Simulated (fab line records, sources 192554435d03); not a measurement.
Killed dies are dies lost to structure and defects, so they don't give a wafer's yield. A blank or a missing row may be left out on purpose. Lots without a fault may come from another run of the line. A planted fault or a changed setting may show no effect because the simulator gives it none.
A struck lot beside a sound one | flow n5_finfet | 39 steps out of a route of 1938
Sound: wafers L909.1, L909.2, L909.6. Struck: wafer L906.4. (L906.3 of the same lot was not struck and is left out.) The cause comes at the end.
At each step with rows: each side's tool, then ch and its chambers, then its first start. Under that, the readings that differ: sound wafers | struck wafers | difference of the means | sigmas: that difference in standard deviations of wafers without a fault.
alike: readings whose means differ by less than 2 such deviations, and words and numbers that are the same on both sides. not compared: withheld readings, readings that some wafer has no value for, bounds like >300 that may hide the same value, and numbers for which the record gives no deviation and whose values overlap.
The two part at a step that has a row with sigmas, a row that says differs or no value, or rows on one side only. Numbers that don't overlap but have no deviation are shown without sigmas and don't part them. A reading that every wafer of one side lacks parts them only if that side has two wafers or more.

first, 9 steps without rows for these wafers: N5_BEOL_M1_COAT_22 (resist thk 30 nm); N5_BEOL_M1_EBR_24; N5_BEOL_M1_SOFTBAKE_23 (time 60 s); N5_BEOL_M1_EXPOSE_25 (exposes mask V0, defocus 5 nm, target cd 24 nm); N5_BEOL_M1_PEB_26 (peb time 60 s); N5_BEOL_M1_DEVELOP_27 (develop time 30 s); N5_BEOL_M1_DESCUM_33 (chemistry O2, time 7 s); N5_BEOL_M1_ETCH_77 (etches underlayer in N2/H2, target depth 6.5 nm, time 5.2 s); N5_BEOL_M1_ETCH_69 (etches SiARC in CF4, target depth 15.6 nm, time 26 s).
N5_BEOL_M1_ALD_98: deposits SiO2, target thk 2.5 nm, pulse time 1 s, co reactant pulse time 1 s.
  sound on ald_sin-04 ch 0,3, day 10 09:34; struck on ald_sin-01 ch 3, day 9 15:48
  reading                                  | sound       | struck | difference | sigmas
  ald_cycles                               | 17 17 17    | 25     | +8         |
  model.SiO2_of_BEOL_M1_ALD_98.thk_nm (nm) | 2.4 2.4 2.6 | 3.6    | +1.1       |
  alike: heater_power_outer_w, heater_power_w, precursor_pulse_height_rel
then, 4 steps without rows for these wafers: N5_BEOL_M1_ETCHBACK_99 (etches SiO2 in CHF3, target depth 5 nm, time 10.4 s); N5_BEOL_M1_ETCH_70 (etches SOC in N2/H2, target depth 80 nm, overetch 16 nm, time 120 s); N5_BEOL_M1_STRIP_71 (strips in N2/H2); N5_BEOL_M1_STRIP_78 (strips in N2/H2).
N5_BEOL_M1_VIA_ETCH_34: etches the open film in C4F6/O2, target depth 67.8 nm, time 64.4 s.
  sound on rie_diel-05 ch 0,2, day 11 00:16; struck on rie_diel-05 ch 1, day 10 12:23
  reading                  | sound        | struck | difference | sigmas
  model.BEOL_M1.cd_nm (nm) | 18 18.2 18.2 | 15.6   | -2.5       |
  alike: drypump_motor_current_A, oes_product_au, rf_vpp_V, showerhead_plenum_p_Torr, throttle_valve_pct
  not compared: rf_hours_counter_h
then, 22 steps without rows for these wafers: N5_BEOL_M1_STRIP_83 (strips in C4F6/O2); N5_BEOL_M1_STRIP_36 (strips in N2/H2); N5_BEOL_M1_TRENCH_ETCH_37 (etches SiOC in C4F6/O2, target depth 55.207 nm, time 29 s); N5_BEOL_M1_ETCH_41 (etches SiCN in CH3F/O2, target depth 31.9 nm, time 57.8 s); N5_BEOL_M1_STRIP_97 (strips in N2/H2, time 10 s); N5_BEOL_M1_HM_STRIP_39 (strips TiN in peroxide tin strip, target depth 25 nm, time 158 s); N5_BEOL_M1_SRD_40 (time 30 s); N5_BEOL_M1_PRECLEAN_42 (cleans in residue remover, time 60 s); N5_BEOL_M1_SRD_43 (time 30 s); N5_BEOL_M1_DEGAS_44 (time 60 s); N5_BEOL_M1_PRE_CLEAN_45 (time 30 s); N5_BEOL_M1_ALD_84 (deposits TaN, pulse time 2 s, purge time 3 s, co reactant purge time 2 s); N5_BEOL_M1_SURFACE_TREAT_85; N5_BEOL_M1_CVD_47 (deposits Co from CCTBA/H2, target thk 3 nm, time 223.8 s); N5_BEOL_M1_SPUTTER_48 (material Cu, target thk 4.5 nm, time 8.29 s); N5_BEOL_M1_ANNEAL_49 (time 240 s); N5_BEOL_M1_SPUTTER_79 (material Cu, target thk 4.5 nm, time 8.29 s); N5_BEOL_M1_ANNEAL_80 (time 240 s); N5_BEOL_M1_SPUTTER_81 (material Cu, target thk 4.5 nm, time 8.29 s); N5_BEOL_M1_ANNEAL_82 (time 240 s); N5_BEOL_M1_SPUTTER_86 (material Cu, target thk 4.5 nm, time 8.29 s); N5_BEOL_M1_ANNEAL_87 (time 240 s).
-- the record jumps here: 5 days lie between the struck wafers' starts before and after (it left off in module BEOL_M1 and takes up again in module BEOL_M4, whose first step shown is number 1111 of the route) --
N5_BEOL_M4_RC_MEAS_101:
  sound on prober-01 ch 0, day 15 18:53; struck on prober-02 ch 0, day 15 11:58
  reading                      | sound       | struck | difference | sigmas
  CHAIN_V0 (ohm/link)          | 249 234 233 | 313    | +74        | +6
  CHAIN_V0_max_site (ohm/link) | 263 239 241 | 337    | +89        | +6
  DIBL_P (mV/V)                | 38 39 38    | 30     | -8         | -3
  ION_N (uA/um)                | 665 666 683 | 633    | -38        | -3
  ION_P (uA/um)                | 455 450 466 | 437    | -20        | -2
  VT_N (mV)                    | 249 248 247 | 259    | +11        | +3
  alike: DIBL_N, IOFF_N, IOFF_P, SS_N, SS_P, VT_P
-- the record jumps here: 5 days lie between the struck wafers' starts before and after (it left off in module BEOL_M4 and takes up again in module PASSIVATION, whose first step shown is number 1936 of the route) --
N5_PASSIVATION_PROBE_49:
  sound on prober-01, day 20 18:05; struck on prober-02, day 20 13:10
  reading                  | sound | struck | difference | sigmas
  defect_limited_yield (%) | 91.0  | 82.3   | -8.7       | -5
  killed_at_M0_to_M3       | 24    | 118    | +94        | +9
  killed_at_front_end      | 39    | 61     | +22        | +2
  killed_dies              | 106   | 209    | +103       | +5
  killed_on_rim            | 12    | 42     | +30        | +7
  sort_bin_5_function (%)  | 5.1   | 13.9   | +8.8       | +9
  sort_bin_8_speed (%)     | 0     | 4.7    | +4.7       | +11
  sort_n_pass              | 1074  | 916    | -158       | -8
  sort_yield_pct (%)       | 91.0  | 77.6   | -13.4      | -8
  alike: killed_at_M4_up, killed_at_contacts, killed_at_other, killed_open, killed_short, sort_bin_6_memory

WHERE THEY PART
First at N5_BEOL_M4_RC_MEAS_101; last, within this record, at N5_PASSIVATION_PROBE_49.

WHY: what the simulator had put in
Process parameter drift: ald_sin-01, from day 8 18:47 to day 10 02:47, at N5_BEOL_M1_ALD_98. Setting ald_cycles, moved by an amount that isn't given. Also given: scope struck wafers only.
